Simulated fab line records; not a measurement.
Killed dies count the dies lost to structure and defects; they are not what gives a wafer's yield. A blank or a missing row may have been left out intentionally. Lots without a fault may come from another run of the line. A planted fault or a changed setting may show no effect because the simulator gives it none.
Which tool did it?	flow n5-finfet	23 lots, 69 wafers sampled, at 5 steps of a route of 1938

## WHAT EACH GAUGE READ, for each wafer
N5_MOL_CONTACT_COAG_CD_MEAS_99: target cd 17.2 nm. Usual: cd-nm at 17.2 nm, with a standard deviation of 0.45.
lot	measured	on	cd-nm (nm)	flag
L074	day 4 18:07	cd-sem-02	17.0 17.1 16.5	
L075	day 5 06:16	cd-sem-01	17.4 17.5 17.2	
L076	day 5 06:16	cd-sem-02	16.1 17.5 17.1	
L077	day 5 14:05	cd-sem-01	17.1 17.1 17.3	
L079	day 5 23:01	cd-sem-03	17.0 17.7 17.1	
L080	day 6 08:35	cd-sem-01	17.3 17.0 17.3	
L081	day 6 09:08	cd-sem-02	16.3 16.9 16.5	
L082	day 6 19:05	cd-sem-01	17.1 17.5 17.2	
L083	day 6 20:54	cd-sem-03	17.1 17.2 18.3	
L084	day 7 07:13	cd-sem-02	17.4 16.9 17.3	
L085	day 7 13:48	cd-sem-02	17.7 17.4 17.1	
L086	day 7 19:42	cd-sem-01	17.2 16.8 17.1	
L087	day 8 00:53	cd-sem-02	17.6 17.2 16.8	
L088	day 8 06:38	cd-sem-03	17.9 17.0 17.0	
L089	day 8 12:39	cd-sem-01	16.6 16.2 16.7	
L090	day 8 15:48	cd-sem-02	17.6 17.7 16.5	
L091	day 8 21:56	cd-sem-01	17.5 16.7 17.4	
L092	day 9 03:31	cd-sem-01	17.1 17.0 16.5	
L093	day 9 11:50	cd-sem-02	17.5 17.5 17.0	
L094	day 9 21:52	cd-sem-01	17.9 16.9 17.1	
L095	day 9 23:28	cd-sem-03	17.6 17.7 17.7	
L096	day 10 06:29	cd-sem-01	17.0 16.8 16.5	
L097	day 10 12:34	cd-sem-01	17.0 17.3 17.1	

## EACH LOT AND THE TOOL THAT RAN IT (in order: tool; ch and the chambers of the sampled wafers; start)
lot	N5_GATE_CUT_ETCH_37	N5_GATE_CUT_ALD_22	N5_MOL_CONTACT_COAG_ETCH_105	N5_MOL_CONTACT_COAG_ETCH_106
L074	rie-diel-02 ch 0,1,2, day 4 14:01	ald-sin-01 ch 0,2,3, day 4 14:46	rie-diel-04 ch 0,1,3, day 4 17:47	rie-diel-04 ch 0,1,3, day 4 17:48
L075	rie-diel-02 ch 1,3, day 5 00:56	ald-sin-03 ch 2,3, day 5 02:45	rie-diel-04 ch 0,3, day 5 05:55	rie-diel-04 ch 0,3, day 5 05:57
L076	rie-diel-06 ch 0,1,2, day 5 01:06	ald-sin-01 ch 1,2,3, day 5 02:52	rie-diel-03 ch 0,1,2, day 5 05:56	rie-diel-03 ch 0,1,2, day 5 05:58
L077	rie-diel-02 ch 2,3, day 5 09:52	ald-sin-04 ch 0,3, day 5 10:37	rie-diel-03 ch 0,1,3, day 5 13:44	rie-diel-03 ch 0,1,3, day 5 13:46
L079	rie-diel-02 ch 0,2,3, day 5 18:14	ald-sin-04 ch 0,3, day 5 18:59	rie-diel-03 ch 0,3, day 5 22:40	rie-diel-03 ch 0,3, day 5 22:42
L080	rie-diel-06 ch 1,2,3, day 6 04:17	ald-sin-04 ch 0,1,3, day 6 05:02	rie-diel-04 ch 0,1,2, day 6 08:14	rie-diel-04 ch 0,1,2, day 6 08:16
L081	rie-diel-02 ch 0,1,2, day 6 04:40	ald-sin-01 ch 0,1,2, day 6 05:26	rie-diel-03 ch 0,1,3, day 6 08:47	rie-diel-03 ch 0,1,3, day 6 08:49
L082	rie-diel-02 ch 1,2,3, day 6 14:51	ald-sin-04 ch 0,3, day 6 15:37	rie-diel-03 ch 1,2,3, day 6 18:44	rie-diel-03 ch 1,2,3, day 6 18:46
L083	rie-diel-02 ch 0,1,2, day 6 16:35	ald-sin-04 ch 0,1,3, day 6 17:33	rie-diel-04 ch 0,1,2, day 6 20:34	rie-diel-04 ch 0,1,2, day 6 20:35
L084	rie-diel-02 ch 1,2, day 7 03:07	ald-sin-03 ch 0,2, day 7 03:52	rie-diel-03 ch 1,2, day 7 06:53	rie-diel-03 ch 1,2, day 7 06:54
L085	rie-diel-05 ch 0,2,3, day 7 09:30	ald-sin-04 ch 1,2,3, day 7 10:27	rie-diel-01 ch 0,2,3, day 7 13:27	rie-diel-01 ch 0,2,3, day 7 13:29
L086	rie-diel-02 ch 1,2,3, day 7 15:13	ald-sin-01 ch 1,2,3, day 7 16:14	rie-diel-04 ch 1,3, day 7 19:22	rie-diel-04 ch 1,3, day 7 19:23
L087	rie-diel-02 ch 0,2, day 7 20:18	ald-sin-04 ch 1,2, day 7 21:04	rie-diel-04 ch 1,3, day 8 00:32	rie-diel-04 ch 1,3, day 8 00:34
L088	rie-diel-02 ch 1,2,3, day 8 02:09	ald-sin-01 ch 1,3, day 8 03:17	rie-diel-04 ch 1,2, day 8 06:18	rie-diel-04 ch 1,2, day 8 06:20
L089	rie-diel-06 ch 1,3, day 8 08:25	ald-sin-03 ch 0,1,2, day 8 09:11	rie-diel-03 ch 1,2,3, day 8 12:18	rie-diel-03 ch 1,2,3, day 8 12:20
L090	rie-diel-05 ch 0,1, day 8 11:16	ald-sin-03 ch 0,1, day 8 12:01	rie-diel-01 ch 0,1,3, day 8 15:27	rie-diel-01 ch 0,1,3, day 8 15:29
L091	rie-diel-05 ch 0,2,3, day 8 16:42	ald-sin-01 ch 0,2,3, day 8 18:02	rie-diel-01 ch 0,2,3, day 8 21:35	rie-diel-01 ch 0,2,3, day 8 21:37
L092	rie-diel-06 ch 2,3, day 8 22:47	ald-sin-01 ch 0,3, day 8 23:33	rie-diel-03 ch 0,1, day 9 03:10	rie-diel-03 ch 0,1, day 9 03:11
L093	rie-diel-02 ch 0,2,3, day 9 07:01	ald-sin-04 ch 0,1, day 9 07:47	rie-diel-01 ch 0,1,2, day 9 11:29	rie-diel-01 ch 0,1,2, day 9 11:31
L094	rie-diel-05 ch 0,3, day 9 17:36	ald-sin-04 ch 0,2, day 9 18:21	rie-diel-03 ch 0,2, day 9 21:31	rie-diel-03 ch 0,2, day 9 21:33
L095	rie-diel-05 ch 0,1,3, day 9 18:59	ald-sin-03 ch 1,3, day 9 19:44	rie-diel-01 ch 0,1,2, day 9 23:08	rie-diel-01 ch 0,1,2, day 9 23:10
L096	rie-diel-06 ch 0,2,3, day 10 02:00	ald-sin-04 ch 0,1,2, day 10 02:51	rie-diel-03 ch 1,2, day 10 06:09	rie-diel-03 ch 1,2, day 10 06:11
L097	rie-diel-06 ch 0,2,3, day 10 07:12	ald-sin-01 ch 0,1,2, day 10 07:58	rie-diel-01 ch 0,2,3, day 10 12:13	rie-diel-01 ch 0,2,3, day 10 12:15
- N5_GATE_CUT_ETCH_37: etches SOC in N2/H2, target depth 60 nm, overetch 12 nm, time 90 s.
- N5_GATE_CUT_ALD_22: deposits SiNx, target thk 16 nm, pulse time 1 s, ald cycles 320.
- N5_MOL_CONTACT_COAG_ETCH_105: etches SiARC in CF4, target depth 15.6 nm, time 26 s.
- N5_MOL_CONTACT_COAG_ETCH_106: etches SOC in N2/H2, target depth 80 nm, overetch 16 nm, time 120 s.

## WHAT THE TOOLS THEMSELVES READ (means of the sampled wafers that have a number; where no wafer has one, the mark that the record gives instead)
N5_GATE_CUT_ETCH_37. Usual: drypump-motor-current-A 5.6 A, standard deviation 0.43; oes-product-au 0.70 a.u., standard deviation 0.053; rf-fwd-power-W 834 W, standard deviation 3.1; rf-vpp-V 524.0 V, standard deviation 2.5; showerhead-plenum-p-Torr 2.55 Torr, standard deviation 0.099; throttle-valve-pct 17.74 %, standard deviation 0.21.
lot	tool	drypump-motor-current-A (A)	oes-product-au (a.u.)	rf-fwd-power-W (W)	rf-vpp-V (V)	showerhead-plenum-p-Torr (Torr)	throttle-valve-pct (%)	flag
L074	rie-diel-02	5.6	0.69	834	523.5	2.49	17.62	
L075	rie-diel-02	5.7	0.70	833	525.4	2.59	17.80	
L076	rie-diel-06	5.2	0.66	833	524.9	2.60	17.73	
L077	rie-diel-02	5.6	0.68	834	526.4	2.62	17.96	
L079	rie-diel-02	5.5	0.68	834	524.6	2.57	17.83	
L080	rie-diel-06	5.3	0.69	834	522.6	2.51	17.60	
L081	rie-diel-02	5.6	0.68	834	522.8	2.49	17.64	
L082	rie-diel-02	5.8	0.68	835	524.1	2.54	17.78	
L083	rie-diel-02	5.7	0.68	832	522.4	2.49	17.66	
L084	rie-diel-02	6.0	0.69	836	521.9	2.46	17.60	
L085	rie-diel-05	5.5	0.77	831	525.6	2.63	17.77	
L086	rie-diel-02	5.8	0.68	835	523.5	2.54	17.79	
L087	rie-diel-02	5.6	0.66	830	523.6	2.51	17.81	
L088	rie-diel-02	5.8	0.67	833	524.0	2.53	17.79	
L089	rie-diel-06	5.5	0.68	838	520.1	2.38	17.54	
L090	rie-diel-05	5.9	0.77	831	523.7	2.60	17.83	
L091	rie-diel-05	5.4	0.76	831	525.4	2.63	17.79	
L092	rie-diel-06	5.6	0.71	833	524.9	2.56	17.59	
L093	rie-diel-02	5.5	0.66	835	524.5	2.56	17.88	
L094	rie-diel-05	5.5	0.75	835	525.0	2.60	17.85	
L095	rie-diel-05	5.7	0.76	836	524.2	2.60	17.90	
L096	rie-diel-06	5.7	0.75	835	523.5	2.53	17.55	
L097	rie-diel-06	5.7	0.74	835	523.8	2.53	17.55	

N5_GATE_CUT_ALD_22. Usual: heater-power-outer-w 509 W, standard deviation 53; heater-power-w 840 W, standard deviation 60; precursor-pulse-height-rel 1.001, standard deviation 0.022.
lot	tool	heater-power-outer-w (W)	heater-power-w (W)	precursor-pulse-height-rel	flag
L074	ald-sin-01	505	864	1.006	
L075	ald-sin-03	535	819	0.995	
L076	ald-sin-01	466	798	1.009	
L077	ald-sin-04	514	830	1.009	
L079	ald-sin-04	536	850	1.015	
L080	ald-sin-04	502	833	0.987	
L081	ald-sin-01	521	868	1.006	
L082	ald-sin-04	539	843	0.997	
L083	ald-sin-04	502	817	1.004	
L084	ald-sin-03	523	781	1.020	
L085	ald-sin-04	487	840	1.007	
L086	ald-sin-01	465	804	0.987	
L087	ald-sin-04	509	855	1.007	
L088	ald-sin-01	461	791	1.021	
L089	ald-sin-03	501	797	0.986	
L090	ald-sin-03	515	794	0.989	
L091	ald-sin-01	515	882	0.996	
L092	ald-sin-01	563	925	0.998	
L093	ald-sin-04	522	841	0.998	
L094	ald-sin-04	560	884	0.994	
L095	ald-sin-03	534	892	0.985	
L096	ald-sin-04	521	853	0.999	
L097	ald-sin-01	524	861	1.024	

N5_MOL_CONTACT_COAG_ETCH_105. Usual: for drypump-motor-current-A, 5.7 A with a standard deviation of 0.46; for etch-rf-on-time-s, 25.5 s with a standard deviation of 0.8; for oes-product-au, 0.70 a.u. with a standard deviation of 0.078; for rf-fwd-power-W, 532.2 W with a standard deviation of 2; for rf-vpp-V, 184.5 V with a standard deviation of 1.3; for showerhead-plenum-p-Torr, 2.19 Torr with a standard deviation of 0.093; for throttle-valve-pct, 15.61 % with a standard deviation of 0.23.
lot	tool	drypump-motor-current-A (A)	etch-rf-on-time-s (s)	oes-product-au (a.u.)	rf-fwd-power-W (W)	rf-vpp-V (V)	showerhead-plenum-p-Torr (Torr)	throttle-valve-pct (%)	flag
L074	rie-diel-04	5.4	25.4	0.77	533.4	183.7	2.15	15.54	
L075	rie-diel-04	5.4	25.7	0.74	533.3	184.7	2.21	15.63	
L076	rie-diel-03	5.8	25.3	0.71	531.3	185.1	2.20	15.57	
L077	rie-diel-03	5.7	25.9	0.68	531.4	184.6	2.25	15.78	
L079	rie-diel-03	6.0	26.5	0.62	530.1	184.8	2.23	15.96	
L080	rie-diel-04	5.5	25.4	0.77	533.2	184.6	2.22	15.45	
L081	rie-diel-03	5.7	25.9	0.66	531.1	184.8	2.25	15.79	
L082	rie-diel-03	5.6	25.5	0.69	531.8	183.7	2.19	15.69	
L083	rie-diel-04	5.5	25.6	0.76	532.4	185.1	2.22	15.46	
L084	rie-diel-03	5.7	25.1	0.71	534.4	183.5	2.14	15.52	
L085	rie-diel-01	5.8	25.8	0.73	531.3	185.8	2.23	15.54	
L086	rie-diel-04	5.3	25.4	0.67	531.9	182.6	2.06	15.63	
L087	rie-diel-04	5.5	25.5	0.72	531.4	184.2	2.07	15.51	
L088	rie-diel-04	5.6	25.2	0.75	533.1	184.2	2.14	15.39	
L089	rie-diel-03	5.6	25.3	0.68	533.0	185.1	2.19	15.73	
L090	rie-diel-01	6.0	25.7	0.65	532.3	184.7	2.15	15.56	
L091	rie-diel-01	5.7	25.7	0.72	532.7	184.0	2.23	15.56	
L092	rie-diel-03	5.9	25.5	0.66	529.9	186.5	2.23	15.76	
L093	rie-diel-01	5.8	25.8	0.70	532.4	184.3	2.17	15.56	
L094	rie-diel-03	6.1	25.4	0.64	531.2	182.8	2.10	15.71	
L095	rie-diel-01	5.8	26.1	0.69	534.4	184.0	2.17	15.58	
L096	rie-diel-03	5.7	24.7	0.68	533.2	184.1	2.13	15.57	
L097	rie-diel-01	5.8	25.7	0.69	531.6	185.3	2.22	15.60	

N5_MOL_CONTACT_COAG_ETCH_106. Usual: drypump-motor-current-A 5.7 A, standard deviation 0.46; oes-product-au 0.72 a.u., standard deviation 0.077; rf-fwd-power-W 835.9 W, standard deviation 2.9; rf-vpp-V 525 V, standard deviation 3.1; showerhead-plenum-p-Torr 2.59 Torr, standard deviation 0.11; throttle-valve-pct 17.81 %, standard deviation 0.3.
lot	tool	drypump-motor-current-A (A)	oes-product-au (a.u.)	rf-fwd-power-W (W)	rf-vpp-V (V)	showerhead-plenum-p-Torr (Torr)	throttle-valve-pct (%)	flag
L074	rie-diel-04	5.5	0.79	835.3	524	2.56	17.84	
L075	rie-diel-04	5.3	0.76	833.3	526	2.63	17.92	
L076	rie-diel-03	5.8	0.73	835.6	526	2.60	17.70	
L077	rie-diel-03	5.7	0.71	835.7	526	2.66	17.87	
L079	rie-diel-03	6.0	0.65	835.1	527	2.65	18.19	
L080	rie-diel-04	5.5	0.80	837.8	526	2.62	17.67	
L081	rie-diel-03	5.7	0.70	831.2	527	2.65	17.89	
L082	rie-diel-03	5.6	0.71	834.1	526	2.58	17.70	
L083	rie-diel-04	5.5	0.79	836.6	527	2.62	17.68	
L084	rie-diel-03	5.7	0.73	838.1	523	2.51	17.53	
L085	rie-diel-01	5.8	0.77	835.9	527	2.67	17.91	
L086	rie-diel-04	5.3	0.69	836.8	521	2.46	17.96	
L087	rie-diel-04	5.6	0.75	837.4	522	2.47	17.83	
L088	rie-diel-04	5.6	0.78	835.0	524	2.54	17.64	
L089	rie-diel-03	5.6	0.70	835.9	525	2.57	17.73	
L090	rie-diel-01	6.0	0.68	837.1	525	2.57	17.90	
L091	rie-diel-01	5.8	0.75	834.3	526	2.67	17.92	
L092	rie-diel-03	5.9	0.69	834.9	527	2.66	17.96	
L093	rie-diel-01	5.8	0.73	839.0	524	2.57	17.85	
L094	rie-diel-03	6.1	0.66	835.7	523	2.50	17.89	
L095	rie-diel-01	5.8	0.72	837.1	524	2.57	17.87	
L096	rie-diel-03	5.7	0.70	837.8	523	2.50	17.60	
L097	rie-diel-01	5.8	0.73	841.5	526	2.66	17.95	

## THE ANSWER, worked out from the rows above alone
Rule: a lot is off if the mean of its wafers that have a number lies more than 3 standard deviations from the usual mean. Also off: a lot with no number at a reading for which 4 or more lots have one. All remaining lots with rows at the step are treated as sound. The gauges are gone through in route order, then the tools' own readings, and for those a lot's mean is taken as printed above. At the first step where some lot is off, the reading lying furthest off is the one used; lots without a number count as furthest.
None of the lots is off at any reading shown; this tells nothing.

## WHAT HAD BEEN PUT IN BY THE SIMULATOR
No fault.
